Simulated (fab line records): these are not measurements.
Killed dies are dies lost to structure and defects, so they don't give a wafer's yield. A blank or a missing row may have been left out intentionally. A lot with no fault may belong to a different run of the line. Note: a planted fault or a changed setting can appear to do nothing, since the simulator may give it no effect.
Which of the tools did it? / flow nand harc / 11 lots, 33 wafers sampled, at 4 steps of a route of 1159

== WHAT THE GAUGES READ, wafer by wafer ==
NHARC_A_M0_THK_MEAS_24: measures by xrf.
lot=L074; measured=day 18 02:39; on=film metro-02; thk nm (nm)=114.8 113.4 113.5
lot=L077; measured=day 18 07:24; on=film metro-02; thk nm (nm)=111.1 112.9 114.2
lot=L079; measured=day 19 00:29; on=film metro-02; thk nm (nm)=110.1 112.5 114.1
lot=L082; measured=day 19 20:34; on=film metro-02; thk nm (nm)=114.2 113.8 114.5
lot=L084; measured=day 19 23:19; on=film metro-02; thk nm (nm)=113.1 112.8 114.0
lot=L088; measured=day 20 23:12; on=film metro-02; thk nm (nm)=114.0 113.6 114.7
lot=L089; measured=day 21 03:02; on=film metro-02; thk nm (nm)=114.3 114.9 112.5
lot=L092; measured=day 21 17:28; on=film metro-01; thk nm (nm)=112.6 114.3 111.9
lot=L090; measured=day 22 09:55; on=film metro-01; thk nm (nm)=115.8 116.5 113.1
lot=L097; measured=day 22 22:51; on=film metro-02; thk nm (nm)=116.6 117.2 115.6
lot=L096; measured=day 23 11:38; on=film metro-01; thk nm (nm)=113.2 114.9 112.8

== WHICH TOOL RAN EACH LOT (tool, then ch and the chambers of the sampled wafers, then the start) ==
lot=L074; NHARC_A_BLC_ETCH_18=rie diel-06 ch 1,2, day 17 16:58 or earlier; NHARC_A_BLC_STRIP_29=rie diel-07 ch 0,2,3, day 17 16:58; NHARC_A_M0_DESCUM_14=rie diel-04 ch 0,2,3, day 18 00:16
lot=L077; NHARC_A_BLC_ETCH_18=rie diel-07 ch 0,1,3, day 17 19:56 or earlier; NHARC_A_BLC_STRIP_29=rie diel-07 ch 1,2,3, day 17 19:56; NHARC_A_M0_DESCUM_14=rie diel-09 ch 2,3, day 18 05:01
lot=L079; NHARC_A_BLC_ETCH_18=rie diel-07 ch 1,3, day 18 17:06 or earlier; NHARC_A_BLC_STRIP_29=rie diel-11 ch 0,2,3, day 18 17:06; NHARC_A_M0_DESCUM_14=rie diel-10 ch 1,2, day 18 22:03
lot=L082; NHARC_A_BLC_ETCH_18=rie diel-07 ch 1,2,3, day 19 15:19 or earlier; NHARC_A_BLC_STRIP_29=rie diel-07 ch 1,2, day 19 15:19; NHARC_A_M0_DESCUM_14=rie diel-10 ch 0,2,3, day 19 18:16
lot=L084; NHARC_A_BLC_ETCH_18=rie diel-06 ch 0,1,2, day 19 17:52 or earlier; NHARC_A_BLC_STRIP_29=rie diel-11 ch 0,1, day 19 17:52; NHARC_A_M0_DESCUM_14=rie diel-04 ch 1,3, day 19 20:53
lot=L088; NHARC_A_BLC_ETCH_18=rie diel-06 ch 0,2, day 20 10:00 or earlier; NHARC_A_BLC_STRIP_29=rie diel-07 ch 0,1,2, day 20 10:00; NHARC_A_M0_DESCUM_14=rie diel-10 ch 0,1,3, day 20 20:40
lot=L089; NHARC_A_BLC_ETCH_18=rie diel-06 ch 0,1,2, day 20 21:48 or earlier; NHARC_A_BLC_STRIP_29=rie diel-06 ch 0,1,2, day 20 21:48; NHARC_A_M0_DESCUM_14=rie diel-09 ch 0,1,3, day 21 00:44
lot=L092; NHARC_A_BLC_ETCH_18=rie diel-07 ch 1,2, day 21 04:41 or earlier; NHARC_A_BLC_STRIP_29=rie diel-07 ch 0,1,2, day 21 04:41; NHARC_A_M0_DESCUM_14=rie diel-09 ch 0,1,3, day 21 15:05
lot=L090; NHARC_A_BLC_ETCH_18=rie diel-07 ch 2,3, day 21 21:28 or earlier; NHARC_A_BLC_STRIP_29=rie diel-11 ch 0,2,3, day 21 21:28; NHARC_A_M0_DESCUM_14=rie diel-09 ch 0,2, day 22 07:34
lot=L097; NHARC_A_BLC_ETCH_18=rie diel-11 ch 1,3, day 22 17:31 or earlier; NHARC_A_BLC_STRIP_29=rie diel-11 ch 0,2,3, day 22 17:31; NHARC_A_M0_DESCUM_14=rie diel-04 ch 2,3, day 22 20:30
lot=L096; NHARC_A_BLC_ETCH_18=rie diel-11 ch 0,2,3, day 23 01:04 or earlier; NHARC_A_BLC_STRIP_29=rie diel-07 ch 0,2, day 23 01:04; NHARC_A_M0_DESCUM_14=rie diel-09 ch 0,2,3, day 23 08:53
- NHARC_A_BLC_ETCH_18: etches the open film in C4F8/O2/Ar, target depth 910 nm.
- NHARC_A_BLC_STRIP_29: strips in CF4.
- NHARC_A_M0_DESCUM_14: chemistry O2, time 3 s.

== THE ANSWER, worked out from the rows above alone ==
Rule: the lots themselves supply what counts as usual. Put in order of their means at a reading, lots are off if they are a third of the lots or fewer, leave a main group of 4 or more, and stand apart from it by a gap of 3 or more times the standard deviation of the main group's means; of several such gaps the widest counts. Not used: any main group whose means are identical at the precision the tables above print for the reading. Also off: a lot with no number at a reading for which 4 or more lots have one. The other lots that the step has rows for count as sound.
None of the lots is off at any reading shown; this tells nothing.

== WHAT THE SIMULATOR PUT IN ==
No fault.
